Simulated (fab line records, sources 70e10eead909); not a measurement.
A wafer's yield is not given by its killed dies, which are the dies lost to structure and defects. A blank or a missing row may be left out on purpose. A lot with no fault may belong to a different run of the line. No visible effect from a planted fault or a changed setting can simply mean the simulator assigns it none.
fab line records    flow nandHarc
record lots=12  wafers=36  lastDay=23
route steps=1159 shown P_M2@330 P_BONDPAD@351 END@1159
lots that met no fault: from a run of the same line without faults
startH: start of the lot's first displayed wafer, in hours after the record's first day    waitH: hours from the lot's prior step to this one    " as in the row above    L1.1+2: one row covering several wafers at once    - no value present, or no start provided    * or withheld: withheld    < > ~ a bound
route shown NAME@n: a module of which the file shows steps, and the number in the route of the first    usual: mean and standard deviation over wafers with no fault    same: alike in all rows    chamber/n: place in a boat    sites: per-site readings    _std_site: their standard deviation    _edge_site: inner sites' mean taken away from outer sites' mean    radiusMm: for every site, how far away it sits from the centre of the wafer    mask NAME#n: copy n    behind: the most recent tool/chamber to have shaped the wafer    hold: why the lot went on hold/how many hours it stayed there/how the hold came to an end    device: names the non-switching transistor (n, p or np)    end of line: the tests these same wafers got at the end of their route    a step with no rows: only its recipe    killed: the dies lost at the first sort to structure and to defects; this is not the yield of the wafer    map: dies across one wafer; x = killed, . = not, _ = none there
set.NAME: setting as actually run; set.NAME@STEP: the setting as run at that earlier step    model.NAME: the simulator's own value behind a step, which no gauge read
one table for each step of the route and one row for each wafer, over a sample of lots
services: the hour from which a tool's chamber was out of use, counted from the record's first day as startH (under 0 if before that day), plus the number of hours and why
## steps
# step NHARC_P_M2_INSPECT_11
# usual rawDefectCount=5/3.1
lot.wafer  tool              chamber  startH  waitH  rawDefectCount
L952.2     defectInspect-01  -        138.74  0.0    2
L952.3     "                 -        "       "      3
L952.5     "                 -        "       "      1
L953.2     defectInspect-01  -        139.89  0.0    3
L953.4     "                 -        "       "      4
L953.5     "                 -        "       "      6
L955.2     defectInspect-01  -        148.01  0.0    2
L955.3     "                 -        "       "      3
L955.5     "                 -        "       "      3
L956.2     defectInspect-01  -        157.04  0.0    1
L956.3     "                 -        "       "      9
L956.6     "                 -        "       "      7
L957.2     defectInspect-02  -        159.86  0.0    0
L957.4     "                 -        "       "      0
L957.6     "                 -        "       "      3
L961.1     defectInspect-02  -        174.96  0.0    5
L961.2     "                 -        "       "      6
L961.6     "                 -        "       "      6
L959.1     defectInspect-02  -        176.70  0.0    4
L959.3     "                 -        "       "      3
L959.5     "                 -        "       "      6
L963.1     defectInspect-01  -        203.24  0.0    5
L963.4     "                 -        "       "      3
L963.6     "                 -        "       "      2
L966.1     defectInspect-01  -        224.51  0.0    1
L966.2     "                 -        "       "      2
L966.5     "                 -        "       "      4
L967.1     defectInspect-02  -        225.34  0.0    11
L967.3     "                 -        "       "      13
L967.6     "                 -        "       "      9
L968.1     defectInspect-02  -        226.06  0.0    4
L968.4     "                 -        "       "      1
L968.6     "                 -        "       "      8
L973.2     defectInspect-02  -        255.50  0.0    7
L973.4     "                 -        "       "      2
L973.5     "                 -        "       "      3
# step NHARC_P_M2_ETCH_28
# recipe targetDepthA=300  overEtchFrac=0.3  timeS=72.99  ionEnergyEv=150  cf4FlowSccm=50  n2FlowSccm=100  arFlowSccm=150  rfW=300  biasW=100  chemistry=CF4/N2
# usual drypumpMotorCurrentA=5.9/0.37  oesProductAu=0.996/0.012  rfVppV=314.2/2.2  showerheadPlenumPTorr=2.63/0.12  throttleValvePct=19.794/0.0093
lot.wafer  tool        chamber  startH  waitH  drypumpMotorCurrentA  oesProductAu  rfHoursCounterH  rfVppV  showerheadPlenumPTorr  throttleValvePct
L952.3     rieDiel-12  1        -       -      5.9                   1.026         40               312.1   2.45                   19.800
L952.2     "           0        "       "      6.1                   1.004         39               316.3   2.75                   19.804
L952.5     "           2        "       "      5.3                   0.996         -                311.5   2.51                   19.791
L953.2     rieDiel-12  1        -       -      5.9                   1.022         41               310.8   2.45                   19.784
L953.4     "           3        "       "      5.6                   0.981         39               316.8   2.73                   19.807
L953.5     "           2        "       "      5.3                   0.990         -                311.6   2.51                   19.807
L955.3     rieDiel-01  1        -       -      5.4                   1.007         0                315.4   2.66                   19.793
L955.2     "           2        "       "      5.4                   0.996         0                313.2   2.57                   19.807
L955.5     "           3        "       "      6.2                   1.001         -                311.3   2.49                   19.790
L956.2     rieDiel-01  3        -       -      6.3                   1.003         0                311.3   2.49                   19.800
L956.3     "           0        "       "      6.0                   0.995         0                317.0   2.80                   19.803
L956.6     "           2        "       "      5.4                   0.977         -                313.2   2.57                   19.783
L957.4     rieDiel-03  1        -       -      6.1                   0.988         23               312.6   2.48                   19.786
L957.2     "           2        "       "      5.6                   0.977         21               317.2   2.77                   19.806
L957.6     "           1        "       "      6.0                   0.990         -                311.2   2.48                   19.791
L961.2     rieDiel-01  1        -       -      5.4                   1.004         1                314.4   2.66                   19.793
L961.1     "           2        "       "      5.4                   0.987         1                312.5   2.57                   19.816
L961.6     "           3        "       "      6.2                   1.006         -                311.4   2.49                   19.787
L959.1     rieDiel-12  2        -       -      5.4                   0.984         55               313.0   2.51                   19.791
L959.3     "           3        "       "      5.5                   0.982         55               315.1   2.72                   19.791
L959.5     "           0        "       "      6.1                   0.989         -                316.9   2.74                   19.801
L963.1     rieDiel-01  3        -       -      6.2                   1.015         3                314.6   2.49                   19.783
L963.4     "           3        "       "      6.3                   1.026         -                311.6   2.49                   19.791
L963.6     "           0        "       "      6.0                   0.994         -                316.3   2.80                   19.793
L966.1     rieDiel-01  0        -       -      6.0                   0.992         3                316.9   2.80                   19.791
L966.2     "           1        "       "      5.4                   0.999         3                315.2   2.66                   19.809
L966.5     "           1        "       "      5.4                   1.011         -                313.9   2.66                   19.777
L967.1     rieDiel-03  0        -       -      5.9                   1.000         0                314.6   2.61                   19.790
L967.3     "           1        "       "      6.0                   0.995         0                310.0   2.47                   19.793
L967.6     "           2        "       "      5.5                   0.995         -                316.8   2.77                   19.818
L968.4     rieDiel-03  0        -       -      5.9                   0.985         0                315.0   2.61                   19.796
L968.1     "           2        "       "      5.5                   0.996         0                317.2   2.77                   19.805
L968.6     "           0        "       "      5.9                   0.992         -                314.7   2.61                   19.796
L973.2     rieDiel-03  1        -       -      6.0                   1.003         6                309.2   2.47                   19.806
L973.4     "           3        "       "      6.7                   0.976         6                312.8   2.56                   19.790
L973.5     "           0        "       "      5.9                   0.995         -                314.0   2.61                   19.800
# step NHARC_P_M2_THK_MEAS_24
# recipe thkMeasGauge=xrf
# usual thkNm=144.4/1.6
lot.wafer  tool          chamber  startH  waitH  thkNm
L952.2     filmMetro-02  -        141.49  -      146.9
L952.3     "             -        "       "      144.8
L952.5     "             -        "       "      144.7
L953.2     filmMetro-01  -        142.76  -      145.7
L953.4     "             -        "       "      142.8
L953.5     "             -        "       "      147.5
L955.2     filmMetro-01  -        150.53  -      142.9
L955.3     "             -        "       "      142.4
L955.5     "             -        "       "      141.5
L956.2     filmMetro-01  -        159.81  -      142.9
L956.3     "             -        "       "      144.5
L956.6     "             -        "       "      145.6
L957.2     filmMetro-02  -        162.38  -      145.4
L957.4     "             -        "       "      147.2
L957.6     "             -        "       "      144.9
L961.1     filmMetro-02  -        177.67  -      143.8
L961.2     "             -        "       "      144.5
L961.6     "             -        "       "      144.6
L959.1     filmMetro-01  -        179.17  -      143.0
L959.3     "             -        "       "      143.7
L959.5     "             -        "       "      141.9
L963.1     filmMetro-02  -        205.93  -      146.7
L963.4     "             -        "       "      144.8
L963.6     "             -        "       "      146.1
L966.1     filmMetro-01  -        227.11  -      145.9
L966.2     "             -        "       "      142.9
L966.5     "             -        "       "      144.5
L967.1     filmMetro-02  -        227.98  -      145.1
L967.3     "             -        "       "      142.4
L967.6     "             -        "       "      142.2
L968.1     filmMetro-01  -        228.76  -      143.9
L968.4     "             -        "       "      145.6
L968.6     "             -        "       "      146.0
L973.2     filmMetro-02  -        258.07  -      143.6
L973.4     "             -        "       "      144.3
L973.5     "             -        "       "      143.4
# step NHARC_P_BONDPAD_DEP_00
# recipe targetThkA=2500  tempC=370  targetThkNm=250  pressureTorr=3  flowSccm=200  rfW=450  material=SiCN
# usual heaterPowerW=606/68
lot.wafer  tool      chamber  startH  waitH  heaterPowerW  sinceWetCleanH
L952.2     pecvd-03  1        142.18  -      572           18
L952.3     "         2        "       "      513           18
L952.5     "         1        "       "      592           -
L953.2     pecvd-03  1        143.53  -      553           19
L953.5     "         1        "       "      562           -
L953.4     "         2        "       "      562           -
L955.3     pecvd-02  2        151.22  -      757           166
L955.2     "         0        "       "      647           166
L955.5     "         2        "       "      763           -
L956.3     pecvd-04  0        160.63  -      569           134
L956.2     "         2        "       "      583           134
L956.6     "         0        "       "      585           -
L957.2     pecvd-03  1        163.59  -      561           39
L957.4     "         2        "       "      573           -
L957.6     "         1        "       "      541           -
L961.2     pecvd-04  1        178.53  -      621           152
L961.1     "         0        "       "      641           152
L961.6     "         2        "       "      521           -
L959.1     pecvd-02  2        179.89  -      737           14
L959.3     "         1        "       "      522           14
L959.5     "         2        "       "      752           -
L963.1     pecvd-02  2        206.68  -      668           41
L963.6     "         2        "       "      671           -
L963.4     "         0        "       "      643           -
L963.1     pecvd-02  2        207.25  -      640           -
L963.6     "         2        "       "      665           -
L963.4     "         0        "       "      656           -
L966.2     pecvd-04  0        227.86  -      608           20
L966.1     "         2        "       "      425           20
L966.5     "         2        "       "      455           -
L966.2     pecvd-04  0        228.54  -      608           -
L966.1     "         2        "       "      430           -
L966.5     "         2        "       "      450           -
L967.3     pecvd-03  1        228.77  -      627           104
L967.1     "         2        "       "      562           104
L967.6     "         0        "       "      658           -
L967.3     pecvd-03  1        229.79  -      639           -
L967.1     "         2        "       "      565           -
L967.6     "         0        "       "      672           -
L968.1     pecvd-03  1        229.47  -      608           105
L968.4     "         2        "       "      530           -
L968.6     "         0        "       "      600           -
L973.2     pecvd-04  2        259.28  0.7    488           51
L973.4     "         0        "       "      516           -
L973.5     "         0        "       "      551           -
# step NHARC_END_SORT_01
# recipe tempC=25
# usual defectLimitedYield=95.7/1.5  killedAtArray=25/10  killedAtOther=0.6/0.91  killedAtPeriphery=3.6/2.9  killedDies=29/10  killedOpen=3.3/2  killedShort=1.9/1.5  sort_bin_2_pct=1.3/0.61  sort_bin_3_pct=0.26/0.19  sort_bin_4_pct=2.7/1  sortNPass=648/10  sortRimYieldPct=94/3.2  sortYieldPct=95.7/1.5
# same grossDies=677  sort_bin_5_pct[%]=0  sort_bin_6_pct[%]=0  sort_bin_7_pct[%]=0  sort_bin_8_pct[%]=0  sortRimNGross=106.00
lot.wafer  tool       chamber  startH  waitH  defectLimitedYield[%]  killedAtArray  killedAtOther  killedAtPeriphery  killedDies  killedOpen  killedShort  sort_bin_2_pct[%]  sort_bin_3_pct[%]  sort_bin_4_pct[%]  sortNPass  sortRimYieldPct[%]  sortYieldPct[%]
L956.2     prober-01  0        484.69  2.8    96.2                   21             1              4                  26          3           1            0.7                0.59               2.5                651        94                  96.2
L956.3     prober-01  0        485.49  3.1    96.8                   17             0              5                  22          5           1            1.3                0                  1.9                655        97                  96.8
L956.6     prober-01  0        487.88  4.0    96.0                   17             1              9                  27          2           0            1.5                0.44               2.1                650        93                  96.0
L966.1     prober-02  0        540.38  2.5    96.6                   19             2              2                  23          3           1            1.2                0.15               2.1                654        93                  96.6
L966.2     prober-02  0        541.18  2.8    95.0                   32             2              0                  34          1           1            0.9                0.30               3.8                643        98                  95.0
L966.5     prober-02  0        543.56  3.7    96.0                   23             3              1                  27          2           3            0.6                0.44               3.0                650        92                  96.0
L968.1     prober-01  0        548.32  2.5    94.1                   36             2              2                  40          2           1            1.8                0                  4.1                637        92                  94.1
L968.4     prober-01  0        550.73  3.4    94.7                   33             0              3                  36          2           3            2.5                0.15               2.7                641        92                  94.7
L968.6     prober-01  0        552.34  4.0    93.9                   37             2              2                  41          2           0            3.0                0.30               2.8                636        92                  93.9
# killed by level:class
L956.2 A_SLIT:chamberFilmFlake=11 A_STAIRCASE:chamberFilmFlake=3 A_CONTACT:chamberFilmFlake=3 A_CHANNEL_HOLE_D1:chamberFilmFlake=2 P_M0:geometricParticle:open=1 P_M1:geometricParticle:open=1 A_M0:geometricParticle:open=1 A_M0:geometricParticle:short=1
L956.3 A_SLIT:chamberFilmFlake=8 P_M0:geometricParticle:open=2 P_BONDPAD:chamberFilmFlake=2 A_CHANNEL_HOLE_D1:chamberFilmFlake=2 A_CONTACT:chamberFilmFlake=2 A_ONON_D1:geometricParticle:open=1 A_SLIT:geometricParticle:open=1 A_WL_FILL:geometricParticle:short=1
L956.6 A_SLIT:chamberFilmFlake=11 P_STI:chamberFilmFlake=3 P_BONDPAD:chamberFilmFlake=3 A_CONTACT:chamberFilmFlake=3 P_GATE:chamberFilmFlake=2 A_STAIRCASE:chamberFilmFlake=2 P_M0:geometricParticle:open=1 A_ONON_D1:geometricParticle:open=1
L966.1 A_STAIRCASE:chamberFilmFlake=8 A_CHANNEL_HOLE_D1:chamberFilmFlake=7 A_BLC:chamberFilmFlake=2 P_CONTACT:geometricParticle:open=1 A_CONTACT:geometricParticle:open=1 A_CONTACT:geometricParticle:short=1 STARTING-WAFER:geometricParticle:open=1 P_GATE:chamberFilmFlake=1
L966.2 A_CHANNEL_HOLE_D1:chamberFilmFlake=22 A_STAIRCASE:chamberFilmFlake=4 A_CONTACT:chamberFilmFlake=2 HYBRID_BOND:chamberFilmFlake=2 A_CHANNEL_FILL_D1:geometricParticle:open=1 A_BLC:geometricParticle:short=1 A_SLIT:chamberFilmFlake=1 A_WL_FILL:chamberFilmFlake=1
L966.5 A_CHANNEL_HOLE_D1:chamberFilmFlake=9 A_STAIRCASE:chamberFilmFlake=3 A_CONTACT:chamberFilmFlake=3 HYBRID_BOND:chamberFilmFlake=3 A_WL_FILL:geometricParticle:short=2 A_BLC:chamberFilmFlake=2 P_M0:geometricParticle:open=1 A_BLC:geometricParticle:short=1
L968.1 A_SLIT:chamberFilmFlake=17 A_STAIRCASE:chamberFilmFlake=10 A_CONTACT:chamberFilmFlake=5 THIN_TSV:chamberFilmFlake=2 A_ONON_D1:geometricParticle:short=1 A_CHANNEL_HOLE_D1:chamberFilmFlake=1 A_CHANNEL_FILL_D1:geometricParticle:open=1 A_CONTACT:geometricParticle:open=1
L968.4 A_SLIT:chamberFilmFlake=13 A_CHANNEL_HOLE_D1:chamberFilmFlake=6 A_CONTACT:chamberFilmFlake=6 A_STAIRCASE:chamberFilmFlake=4 P_M0:geometricParticle:open=1 P_M2:geometricParticle:short=1 A_ONON_D1:geometricParticle:open=1 A_CHANNEL_FILL_D1:geometricParticle:short=1
L968.6 A_SLIT:chamberFilmFlake=16 A_CONTACT:chamberFilmFlake=8 A_STAIRCASE:chamberFilmFlake=5 A_CHANNEL_HOLE_D1:chamberFilmFlake=3 P_ZERO_WELL:chamberFilmFlake=2 A_BLC:chamberFilmFlake=2 THIN_TSV:chamberFilmFlake=2 A_WL_FILL:geometricParticle:open=1
## services
tool        chamber  startH  hours  kind
rieDiel-01  0        116.80  -      clean
rieDiel-01  1        116.80  -      clean
rieDiel-01  2        116.80  -      clean
rieDiel-01  3        116.80  -      clean
pecvd-03    0        124.61  -      clean
pecvd-03    1        124.61  -      clean
pecvd-03    2        124.61  -      clean
rieDiel-01  -        137.80  9.0    pm
rieDiel-01  0        137.80  9.0    ventCycle
rieDiel-01  1        137.80  9.0    ventCycle
rieDiel-01  2        137.80  9.0    ventCycle
rieDiel-01  3        137.80  9.0    ventCycle
rieDiel-03  3        148.73  7.9    repair
pecvd-03    0        151.72  2.3    repair
pecvd-02    -        153.00  13.0   pm
rieDiel-01  2        194.08  10.1   repair
pecvd-04    -        195.00  13.0   pm
rieDiel-12  -        202.53  9.0    pm
rieDiel-03  -        215.30  9.0    pm
pecvd-03    -        236.09  0.7    repair
pecvd-03    1        238.70  23.4   repair
pecvd-04    2        246.76  4.9    repair
pecvd-04    1        251.20  27.9   repair
pecvd-02    -        251.24  3.0    repair
## key
firstSign step=NHARC_P_BONDPAD_DEP_00  reading=visit  direction=added
effect none on later readings
metAt NHARC_P_BONDPAD_DEP_00
struckLots L963,L966,L967
notActingAt NHARC_P_M2_INSPECT_11,NHARC_P_M2_ETCH_28,NHARC_P_M2_THK_MEAS_24
fault kind=repeatedStepWhole  tool=pecvd-02,pecvd-03,pecvd-04  chamber=-  onsetH=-  steps=NHARC_P_BONDPAD_DEP_00  times=1  scope=struckLotsOnly
